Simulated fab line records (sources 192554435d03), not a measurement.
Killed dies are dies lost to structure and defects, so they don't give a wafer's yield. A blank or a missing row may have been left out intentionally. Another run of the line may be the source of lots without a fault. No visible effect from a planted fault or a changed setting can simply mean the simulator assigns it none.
fab line records	flow n5-finfet
record: lots: 7	wafers: 21
route steps=1938 shown ZERO_LAYER@11 WELL_APT@21 PMOS_HMC_CHANNEL_EPI@63 FIN_SAQP@102 FIN_CUT@156
start-h: start of the lot's first displayed wafer, in hours after the record's first day	wait-h: time in hours since the lot's previous step	" identical to the entry in the row above	L1.1+2: one row covering several wafers at once	- no value present, or no start provided	* or withheld: withheld	< > ~ a bound
route shown NAME@n: names a module that has steps shown in the file, with the first one's number in the route	usual: mean and standard deviation over wafers with no fault	same: alike in all rows	chamber/n: place in a boat	sites: the reading at each site	_std_site: the values' standard deviation	_edge_site: inner sites' mean taken away from outer sites' mean	radius-mm: for every site, how far away it sits from the centre of the wafer	mask NAME#n: copy n	behind: the tool/chamber that last shaped the wafer	hold: why the lot was held/for how many hours/how that ended	device: the transistor (n, p or np) that didn't switch	end of line: the tests these same wafers got at the end of their route	step lacking rows: just its recipe	killed: dies lost to structure and defects at the first sort, not the wafer's yield	map: dies across one wafer; x = killed, . = not, _ = none there
set.NAME: the setting the step ran with; set.NAME@STEP: the setting that earlier step ran with	model.NAME: the simulator's own value behind a step, which no gauge read
one table per step and one row per wafer, for lots whose settings were changed on purpose
== steps ==
step: N5_ZERO_LAYER_DEVELOP_10
recipe: develop-time-s: 60	rinse-liquid: diw	dry: air-spin	dev-temp-c: 21
lot.wafer	tool	chamber	start-h	wait-h	set.develop-time-s
L074.3+4+6	litho-track-05	0	-	-	60
L077.2	litho-track-03	0	-	-	60
L077.4+6	"	0	"	"	64.73
L079.4	litho-track-05	0	-	-	46.64
L079.5+6	"	0	"	"	60
L082.1+6	litho-track-03	0	-	-	50.99
L082.5	"	0	"	"	60
L085.3	litho-track-05	0	-	-	70.67
L085.4+6	"	0	"	"	60
L087.4+5	litho-track-03	0	-	-	48.18
L087.6	"	0	"	"	60
L092.1+4+5	litho-track-05	0	-	-	60
step: N5_ZERO_LAYER_HARDBAKE_23
recipe: temp-c: 130	time-s: 120
step: N5_ZERO_LAYER_CD_MEAS_11
recipe: target-cd-nm: 2000	landing-energy-ev: 500	detector: se-inlens
usual: cd-nm: 2000.2/1.8
lot.wafer	tool	chamber	start-h	wait-h	set.develop-time-s@ZERO_LAYER_DEVELOP_10	cd-nm
L074.3	cd-sem-03	0	12.77	-	60	1998.0
L074.4	"	0	"	"	60	1995.7
L074.6	"	0	"	"	60	1999.1
L077.2	cd-sem-03	0	30.66	-	60	2001.3
L077.4	"	0	"	"	64.73	2004.6
L077.6	"	0	"	"	64.73	2000.8
L079.4	cd-sem-02	0	42.65	-	46.64	1990.6
L079.5	"	0	"	"	60	1998.9
L079.6	"	0	"	"	60	1995.8
L082.1	cd-sem-01	0	60.64	-	50.99	1995.6
L082.5	"	0	"	"	60	2000.9
L082.6	"	0	"	"	50.99	1996.4
L085.3	cd-sem-03	0	78.64	-	70.67	2006.3
L085.4	"	0	"	"	60	1998.0
L085.6	"	0	"	"	60	2001.2
L087.4	cd-sem-03	0	90.65	-	48.18	1996.4
L087.5	"	0	"	"	48.18	1994.1
L087.6	"	0	"	"	60	2002.7
L092.1	cd-sem-02	0	122.14	-	60	1996.8
L092.4	"	0	"	"	60	1998.7
L092.5	"	0	"	"	60	2000.8
step: N5_WELL_APT_COAT_02
recipe: spin-rpm: 1357	resist-thk-nm: 950
lot.wafer	tool	chamber	start-h	wait-h	set.spin-rpm	model.coat_of_WELL_APT_COAT_02.thk-nm
L074.3	litho-track-02	0	-	-	1357	955
L074.4	"	0	"	"	1357	952
L074.6	"	0	"	"	1357	957.2
L077.2	litho-track-02	0	-	-	1357	948.5
L077.4	"	0	"	"	1357	950.2
L077.6	"	0	"	"	1399	937.3
L079.4	litho-track-02	0	-	-	1357	949.1
L079.5	"	0	"	"	1357	947.1
L079.6	"	0	"	"	1357	948.9
L082.1	litho-track-03	0	-	-	1421	924
L082.5	"	0	"	"	1421	924.9
L082.6	"	0	"	"	1357	948.8
L085.3	litho-track-01	0	-	-	1357	949.6
L085.4	"	0	"	"	1357	950.6
L085.6	"	0	"	"	1357	948.9
L087.4	litho-track-02	0	-	-	1357	947
L087.5	"	0	"	"	1357	950.5
L087.6	"	0	"	"	1357	945.5
L092.1	litho-track-02	0	-	-	1357	953.1
L092.4	"	0	"	"	1357	950.2
L092.5	"	0	"	"	1474	912.2
step: N5_WELL_APT_EBR_04
recipe: solvent: PGMEA	ebr-width-mm: 1.5
step: N5_WELL_APT_SOFTBAKE_03
recipe: temp-c: 130	time-s: 60
step: N5_WELL_APT_DESCUM_13
recipe: chemistry: O2	time-s: 7.9	source-power-w: 50	bias-power-w: 20	pressure-mtorr: 20	rf-frequency-hz: 2.712e+07	temp-c: 40	o2-flow-sccm: 225
lot.wafer	tool	chamber	start-h	wait-h	set.spin-rpm@WELL_APT_COAT_02	model.coat_of_WELL_APT_COAT_02.thk-nm
L074.3	rie-diel-01	0	13.79	0.0	1357	937
L074.4	"	2	"	"	1357	933.8
L074.6	"	1	"	"	1357	939.1
L077.2	rie-diel-01	0	31.96	0.0	1357	930.4
L077.4	"	0	"	"	1357	932.1
L077.6	"	3	"	"	1399	919.2
L079.4	rie-diel-05	3	43.93	0.0	1357	931
L079.5	"	0	"	"	1357	929
L079.6	"	1	"	"	1357	930.7
L082.1	rie-diel-05	2	61.65	0.0	1421	905.8
L082.5	"	1	"	"	1421	906.7
L082.6	"	0	"	"	1357	930.7
L085.3	rie-diel-01	2	79.64	0.0	1357	931.5
L085.4	"	2	"	"	1357	932.5
L085.6	"	3	"	"	1357	930.7
L087.4	rie-diel-01	3	92.19	0.6	1357	928.9
L087.5	"	1	"	"	1357	932.4
L087.6	"	2	"	"	1357	927.4
L092.1	rie-diel-01	0	123.15	0.0	1357	935
L092.4	"	2	"	"	1357	932.1
L092.5	"	3	"	"	1474	894.1
step: N5_PMOS_HMC_CHANNEL_EPI_PEB_07
recipe: peb-temp-c: 110	peb-time-s: 60	resist: CAR-ArF-block
lot.wafer	tool	chamber	start-h	wait-h	set.peb-temp-c
L074.3+4+6	litho-track-04	0	16.92	0.0	110
L077.2+4+6	litho-track-05	0	35.80	0.0	110
L079.4+5	litho-track-05	0	47.24	0.0	110
L079.6	"	0	"	"	111.3
L082.1	litho-track-01	0	64.88	0.1	106.4
L082.5+6	"	0	"	"	110
L085.3+4+6	litho-track-05	0	82.87	0.0	110
L087.4	litho-track-01	0	95.81	0.0	110
L087.5+6	"	0	"	"	106.8
L092.1+4+5	litho-track-04	0	126.84	0.1	110
step: N5_PMOS_HMC_CHANNEL_EPI_DEVELOP_08
recipe: develop-time-s: 30	developer: TMAH	resist: CAR-ArF-block	dev-temp-c: 23	rinse-liquid: diw	dry: air-spin
lot.wafer	tool	chamber	start-h	wait-h	set.develop-time-s
L074.3+4+6	litho-track-04	0	-	-	30
L077.2+4+6	litho-track-05	0	-	-	30
L079.4+6	litho-track-05	0	-	-	30
L079.5	"	0	"	"	24.98
L082.1+5	litho-track-01	0	-	-	30
L082.6	"	0	"	"	32.54
L085.3	litho-track-05	0	-	-	30
L085.4+6	"	0	"	"	34.35
L087.4	litho-track-01	0	-	-	32.95
L087.5+6	"	0	"	"	30
L092.1+5	litho-track-04	0	-	-	27.09
L092.4	"	0	"	"	30
step: N5_PMOS_HMC_CHANNEL_EPI_CD_MEAS_09
recipe: target-cd-nm: 237.4	landing-energy-ev: 500	detector: se-inlens
usual: cd-nm: 236.9/1.1
lot.wafer	tool	chamber	start-h	wait-h	set.peb-temp-c@PMOS_HMC_CHANNEL_EPI_PEB_07	cd-nm
L074.3	cd-sem-03	0	16.99	-	110	235.2
L074.4	"	0	"	"	110	234.8
L074.6	"	0	"	"	110	234.2
L077.2	cd-sem-01	0	35.87	-	110	237.1
L077.4	"	0	"	"	110	236.2
L077.6	"	0	"	"	110	237.2
L079.4	cd-sem-01	0	47.31	-	110	235.0
L079.5	"	0	"	"	110	234.1
L079.6	"	0	"	"	111.3	240.8
L082.1	cd-sem-01	0	64.95	-	106.4	224.4
L082.5	"	0	"	"	110	235.9
L082.6	"	0	"	"	110	236.2
L085.3	cd-sem-03	0	82.93	-	110	236.7
L085.4	"	0	"	"	110	237.2
L085.6	"	0	"	"	110	238.0
L087.4	cd-sem-03	0	95.88	-	110	237.9
L087.5	"	0	"	"	106.8	226.1
L087.6	"	0	"	"	106.8	226.1
L092.1	cd-sem-03	0	126.91	-	110	236.8
L092.4	"	0	"	"	110	238.1
L092.5	"	0	"	"	110	236.1
step: N5_PMOS_HMC_CHANNEL_EPI_DESCUM_14
recipe: chemistry: O2	time-s: 7.9	source-power-w: 50	bias-power-w: 20	pressure-mtorr: 20	rf-frequency-hz: 2.712e+07	temp-c: 40	resist: CAR-ArF-block	o2-flow-sccm: 225
lot.wafer	tool	chamber	start-h	wait-h	set.peb-temp-c@PMOS_HMC_CHANNEL_EPI_PEB_07	model.PMOS_HMC_CHANNEL_EPI.cd-nm
L074.3	rie-diel-02	1	17.18	0.1	110	235.2
L074.4	"	2	"	"	110	234.5
L074.6	"	1	"	"	110	234.4
L077.2	rie-diel-06	1	35.99	0.0	110	236.7
L077.4	"	0	"	"	110	236.4
L077.6	"	2	"	"	110	237.2
L079.4	rie-diel-02	0	47.39	0.0	110	235.1
L079.5	"	3	"	"	110	234.3
L079.6	"	0	"	"	111.3	241.1
L082.1	rie-diel-02	1	65.04	0.0	106.4	224.5
L082.5	"	1	"	"	110	236
L082.6	"	0	"	"	110	236.4
L085.3	rie-diel-02	1	83.30	0.3	110	236.2
L085.4	"	0	"	"	110	237.2
L085.6	"	1	"	"	110	237.8
L087.4	rie-diel-02	1	96.26	0.3	110	238
L087.5	"	0	"	"	106.8	226
L087.6	"	3	"	"	106.8	226.6
L092.1	rie-diel-06	0	126.99	0.0	110	236.7
L092.4	"	1	"	"	110	238.4
L092.5	"	0	"	"	110	236.2
step: N5_PMOS_HMC_CHANNEL_EPI_ETCH_32
recipe: chemistry: N2/H2	target: BARC	stop-on: SiO2	target-depth-a: 858	over-etch-frac: 0.3	time-s: 50.3	ion-energy-ev: 200	mask-material: CAR-ArF-block	pressure-mtorr: 30	source-w: 840	bias-w: 150	n2-flow-sccm: 200	h2-flow-sccm: 200
lot.wafer	tool	chamber	start-h	wait-h	set.peb-temp-c@PMOS_HMC_CHANNEL_EPI_PEB_07	model.PMOS_HMC_CHANNEL_EPI.cd-nm
L074.3	rie-diel-02	1	17.22	0.0	110	238.2
L074.4	"	2	"	"	110	236.8
L074.6	"	1	"	"	110	236.9
L077.2	rie-diel-06	1	36.02	0.0	110	239.2
L077.4	"	0	"	"	110	239.1
L077.6	"	2	"	"	110	238.9
L079.4	rie-diel-02	0	47.43	0.0	110	238.6
L079.5	"	3	"	"	110	236.3
L079.6	"	0	"	"	111.3	244.2
L082.1	rie-diel-02	1	65.07	0.0	106.4	226.6
L082.5	"	1	"	"	110	238.2
L082.6	"	0	"	"	110	239.5
L085.3	rie-diel-02	1	83.34	0.0	110	238.9
L085.4	"	0	"	"	110	240
L085.6	"	1	"	"	110	240.2
L087.4	rie-diel-02	1	96.30	0.0	110	240.6
L087.5	"	0	"	"	106.8	228.6
L087.6	"	3	"	"	106.8	229
L092.1	rie-diel-06	0	127.03	0.0	110	239.2
L092.4	"	1	"	"	110	241.3
L092.5	"	0	"	"	110	239.3
step: N5_FIN_SAQP_HM_DEP_72
recipe: material: SiO2	target-thk-a: 120	temp-c: 400	precursor: SiH4/N2O	pressure-torr: 0.75	rf-w: 275	time-s: 7.2
lot.wafer	tool	chamber	start-h	wait-h	set.time-s	model.SiO2_of_FIN_SAQP_HM_DEP_72.thk-nm
L074.3	pecvd-03	0	20.79	0.0	7.2	11.97
L074.4	"	2	"	"	7.2	11.89
L074.6	"	1	"	"	7.2	12.1
L077.2	pecvd-04	0	41.06	0.0	7.2	11.75
L077.4	"	0	"	"	7.713	12.98
L077.6	"	2	"	"	7.2	12.1
L079.4	pecvd-01	1	51.05	0.1	6.356	10.52
L079.5	"	2	"	"	7.2	12.06
L079.6	"	0	"	"	6.356	10.45
L082.1	pecvd-03	1	68.87	0.0	8.006	13.18
L082.5	"	1	"	"	8.006	13.43
L082.6	"	0	"	"	8.006	13.19
L085.3	pecvd-04	2	87.09	0.0	7.552	12.61
L085.4	"	1	"	"	7.2	12.11
L085.6	"	0	"	"	7.552	12.63
L087.4	pecvd-04	2	100.30	0.1	7.2	11.7
L087.5	"	1	"	"	7.967	13.37
L087.6	"	0	"	"	7.967	13
L092.1	pecvd-03	0	130.70	0.0	7.2	11.81
L092.4	"	1	"	"	7.2	11.99
L092.5	"	2	"	"	7.2	12.11
step: N5_FIN_SAQP_PEB_14
recipe: peb-temp-c: withheld	peb-time-s: 60	resist: CAR-ArF
lot.wafer	tool	chamber	start-h	wait-h	set.peb-time-s
L074.3+4+6	litho-track-02	0	21.18	0.0	60
L077.2+4	litho-track-04	0	41.44	0.0	60
L077.6	"	0	"	"	50.73
L079.4+5	litho-track-03	0	51.41	0.0	60
L079.6	"	0	"	"	54.78
L082.1+5+6	litho-track-02	0	69.25	0.1	60
L085.3	litho-track-03	0	87.34	0.0	67.72
L085.4+6	"	0	"	"	60
L087.4+5	litho-track-04	0	100.54	0.0	51.99
L087.6	"	0	"	"	60
L092.1+4+5	litho-track-03	0	131.08	0.1	60
step: N5_FIN_SAQP_DEVELOP_15
recipe: develop-time-s: 30	developer: TMAH	resist: CAR-ArF	dev-temp-c: 23	rinse-liquid: diw	dry: air-spin
step: N5_FIN_SAQP_CD_MEAS_16
recipe: target-cd-nm: 35.6	landing-energy-ev: 500	detector: se-inlens
usual: cd-nm: 35.8/0.32
lot.wafer	tool	chamber	start-h	wait-h	set.peb-time-s@FIN_SAQP_PEB_14	cd-nm
L074.3	cd-sem-02	0	21.25	-	60	35.2
L074.4	"	0	"	"	60	35.8
L074.6	"	0	"	"	60	35.7
L077.2	cd-sem-01	0	41.51	-	60	35.8
L077.4	"	0	"	"	60	36.2
L077.6	"	0	"	"	50.73	38.7
L079.4	cd-sem-01	0	51.48	-	60	35.8
L079.5	"	0	"	"	60	35.5
L079.6	"	0	"	"	54.78	37.2
L082.1	cd-sem-01	0	69.32	-	60	35.2
L082.5	"	0	"	"	60	35.4
L082.6	"	0	"	"	60	36.0
L085.3	cd-sem-02	0	87.42	-	67.72	34.1
L085.4	"	0	"	"	60	35.8
L085.6	"	0	"	"	60	35.9
L087.4	cd-sem-02	0	100.61	-	51.99	38.5
L087.5	"	0	"	"	51.99	38.4
L087.6	"	0	"	"	60	35.9
L092.1	cd-sem-02	0	131.15	-	60	35.5
L092.4	"	0	"	"	60	36.6
L092.5	"	0	"	"	60	35.5
step: N5_FIN_SAQP_ETCH_52
recipe: chemistry: N2/H2	target: SOC	target-depth-a: 1000	overetch-a: 200	mask-material: SiARC	temp-c: 40	time-s: 150	ion-energy-ev: 200	pressure-mtorr: 30	source-w: 840	bias-w: 150	n2-flow-sccm: 200	h2-flow-sccm: 200	ends: end-point
step: N5_FIN_SAQP_STRIP_53
recipe: chemistry: N2/H2	temp-c: 40	n2-flow-sccm: 200	h2-flow-sccm: 200	rf-frequency-hz: 6e+07
step: N5_FIN_SAQP_HM_OPEN_73
recipe: chemistry: CHF3/O2	target: SiO2	stop-on: a-Si	target-depth-a: 120	over-etch-frac: 1.8	mask-material: SOC	time-s: 16.8	pressure-mtorr: 30	source-w: 650	bias-w: 170	Ar_flow_sccm: 200	CHF3_flow_sccm: 50	O2_flow_sccm: 5	ion-energy-ev: 200	ends: end-point
lot.wafer	tool	chamber	start-h	wait-h	set.time-s@FIN_SAQP_HM_DEP_72	model.etch.depth-nm
L074.3	rie-diel-05	1	21.96	0.0	7.2	11.97
L074.4	"	2	"	"	7.2	11.89
L074.6	"	3	"	"	7.2	12.1
L077.2	rie-diel-01	3	41.80	0.0	7.2	11.75
L077.4	"	3	"	"	7.713	12.98
L077.6	"	2	"	"	7.2	12.1
L079.4	rie-diel-03	0	51.79	0.0	6.356	10.52
L079.5	"	2	"	"	7.2	12.06
L079.6	"	3	"	"	6.356	10.45
L082.1	rie-diel-03	2	69.61	0.0	8.006	13.18
L082.5	"	0	"	"	8.006	13.43
L082.6	"	3	"	"	8.006	13.19
L085.3	rie-diel-03	0	88.31	0.0	7.552	12.61
L085.4	"	0	"	"	7.2	12.11
L085.6	"	3	"	"	7.552	12.63
L087.4	rie-diel-03	2	102.83	0.0	7.2	11.7
L087.5	"	0	"	"	7.967	13.37
L087.6	"	3	"	"	7.967	13
L092.1	rie-diel-05	3	131.44	0.0	7.2	11.81
L092.4	"	2	"	"	7.2	11.99
L092.5	"	3	"	"	7.2	12.11
step: N5_FIN_CUT_COAT_29
recipe: resist: underlayer	temp-c: 205	time-s: 60	spin-rpm: 1500	resist-thk-nm: 10
lot.wafer	tool	chamber	start-h	wait-h	set.spin-rpm	model.underlayer_of_FIN_CUT_COAT_29.thk-nm
L074.3+4+6	litho-track-05	0	-	-	1500	10
L077.2+4	litho-track-05	0	-	-	1575	9.8
L077.6	"	0	"	"	1500	10
L079.4+6	litho-track-02	0	-	-	1500	10
L079.5	"	0	"	"	1371	10.4
L082.1+5+6	litho-track-01	0	-	-	1500	10
L085.3+6	litho-track-02	0	-	-	1420	10.4
L085.4	"	0	"	"	1500	10
L087.4+6	litho-track-02	0	-	-	1447	10.2
L087.5	"	0	"	"	1500	10
L092.1	litho-track-02	0	-	-	1366	10.4
L092.4+5	"	0	"	"	1500	10
step: N5_FIN_CUT_COAT_02
recipe: resist: CAR-EUV	spin-rpm: 1500	resist-thk-nm: 30
step: N5_FIN_CUT_EBR_04
recipe: solvent: PGMEA	ebr-width-mm: 1.5
step: N5_FIN_CUT_DESCUM_13
recipe: chemistry: O2	time-s: 7	source-power-w: 50	bias-power-w: 20	pressure-mtorr: 20	rf-frequency-hz: 2.712e+07	temp-c: 40	resist: CAR-EUV	o2-flow-sccm: 225
step: N5_FIN_CUT_ETCH_30
recipe: chemistry: N2/H2	target: underlayer	target-depth-a: 130	mask-material: CAR-EUV	time-s: 10.4	ion-energy-ev: 200	pressure-mtorr: 30	source-w: 840	bias-w: 150	n2-flow-sccm: 200	h2-flow-sccm: 200	ends: cleared
lot.wafer	tool	chamber	start-h	wait-h	set.spin-rpm@FIN_CUT_COAT_29	model.etch.depth-nm	model.CAR-EUV_of_FIN_CUT_COAT_02.thk-nm
L074.3+6	rie-diel-04	0,3	27.45	0.0	1500	10.02	14.6
L074.4	"	3	"	"	1500	10	14.8
L077.2	rie-diel-06	0	47.15	0.0	1575	9.73	15
L077.4	"	1	"	"	1575	9.761	15
L077.6	"	0	"	"	1500	10.01	14.6
L079.4	rie-diel-06	2	56.52	0.0	1500	10.01	14.6
L079.5	"	0	"	"	1371	10.46	14.2
L079.6	"	3	"	"	1500	9.967	14.8
L082.1+5	rie-diel-06	3,2	74.11	0.0	1500	10.04	14.6
L082.6	"	3	"	"	1500	10.04	14.8
L085.3+6	rie-diel-04	3,1	93.38	0.0	1420	10.32	14.4
L085.4	"	0	"	"	1500	10	15
L087.4	rie-diel-04	0	107.86	0.0	1447	10.16	14.4
L087.5	"	1	"	"	1500	9.99	14.6
L087.6	"	3	"	"	1447	10.16	14.2
L092.1	rie-diel-04	3	136.55	0.0	1366	10.48	14
L092.4	"	1	"	"	1500	10.03	14.6
L092.5	"	3	"	"	1500	10.05	14.6
step: N5_FIN_CUT_ETCH_20
recipe: chemistry: CF4	target: SiARC	target-depth-a: 260	mask-material: CAR-EUV	time-s: 43.3	ion-energy-ev: 80	pressure-mtorr: 40	source-w: 545	bias-w: 36	Ar_flow_sccm: 100	cf4-flow-sccm: 100	ends: cleared
lot.wafer	tool	chamber	start-h	wait-h	set.spin-rpm@FIN_CUT_COAT_29	model.underlayer_of_FIN_CUT_COAT_29.thk-nm
L074.3+6	rie-diel-04	0,3	27.47	0.0	1500	9.4
L074.4	"	3	"	"	1500	9.2
L077.2+4	rie-diel-06	0,1	47.17	0.0	1575	9
L077.6	"	0	"	"	1500	9.2
L079.4+6	rie-diel-06	2,3	56.54	0.0	1500	9.2
L079.5	"	0	"	"	1371	9.8
L082.1+5+6	rie-diel-06	3,2,3	74.13	0.0	1500	9.4
L085.3+6	rie-diel-04	3,1	93.40	0.0	1420	9.6
L085.4	"	0	"	"	1500	9.2
L087.4+6	rie-diel-04	0,3	107.89	0.0	1447	9.4
L087.5	"	1	"	"	1500	9.2
L092.1	rie-diel-04	3	136.57	0.0	1366	9.8
L092.4+5	"	1,3	"	"	1500	9.4
== key ==
split: step: N5_ZERO_LAYER_DEVELOP_10	setting: develop-time-s	stated: 60	by: wafer
response: step: N5_ZERO_LAYER_CD_MEAS_11	reading: cd-nm	change: +0.337	per: 1%	r: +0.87
split: step: N5_WELL_APT_COAT_02	setting: spin-rpm	stated: 1357	by: wafer
response: step: N5_WELL_APT_COAT_02	reading: model.coat_of_WELL_APT_COAT_02.thk-nm	change: -4.64	per: 1%	r: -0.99
response: step: N5_WELL_APT_DESCUM_13	reading: model.coat_of_WELL_APT_COAT_02.thk-nm	change: -4.65	per: 1%	r: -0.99
split: step: N5_PMOS_HMC_CHANNEL_EPI_PEB_07	setting: peb-temp-c	stated: 110	by: wafer
response: step: N5_PMOS_HMC_CHANNEL_EPI_CD_MEAS_09	reading: cd-nm	change: +3.88	per: 1%	r: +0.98
response: step: N5_PMOS_HMC_CHANNEL_EPI_DESCUM_14	reading: model.PMOS_HMC_CHANNEL_EPI.cd-nm	change: +3.89	per: 1%	r: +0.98
response: step: N5_PMOS_HMC_CHANNEL_EPI_ETCH_32	reading: model.PMOS_HMC_CHANNEL_EPI.cd-nm	change: +4	per: 1%	r: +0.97
split: step: N5_PMOS_HMC_CHANNEL_EPI_DEVELOP_08	setting: develop-time-s	stated: 30	by: wafer
response none clear
split: step: N5_FIN_SAQP_HM_DEP_72	setting: time-s	stated: 7.2	by: wafer
response: step: N5_FIN_SAQP_HM_DEP_72	reading: model.SiO2_of_FIN_SAQP_HM_DEP_72.thk-nm	change: +0.136	per: 1%	r: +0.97
response: step: N5_FIN_SAQP_HM_OPEN_73	reading: model.etch.depth-nm	change: +0.136	per: 1%	r: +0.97
split: step: N5_FIN_SAQP_PEB_14	setting: peb-time-s	stated: 60	by: wafer
response: step: N5_FIN_SAQP_CD_MEAS_16	reading: cd-nm	change: -0.17	per: 1%	r: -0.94
split: step: N5_FIN_CUT_COAT_29	setting: spin-rpm	stated: 1500	by: wafer
response: step: N5_FIN_CUT_COAT_29	reading: model.underlayer_of_FIN_CUT_COAT_29.thk-nm	change: -0.0494	per: 1%	r: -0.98
response: step: N5_FIN_CUT_ETCH_30	reading: model.etch.depth-nm	change: -0.0528	per: 1%	r: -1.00
response: step: N5_FIN_CUT_ETCH_30	reading: model.CAR-EUV_of_FIN_CUT_COAT_02.thk-nm	change: +0.0725	per: 1%	r: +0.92
response: step: N5_FIN_CUT_ETCH_20	reading: model.underlayer_of_FIN_CUT_COAT_29.thk-nm	change: -0.0572	per: 1%	r: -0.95
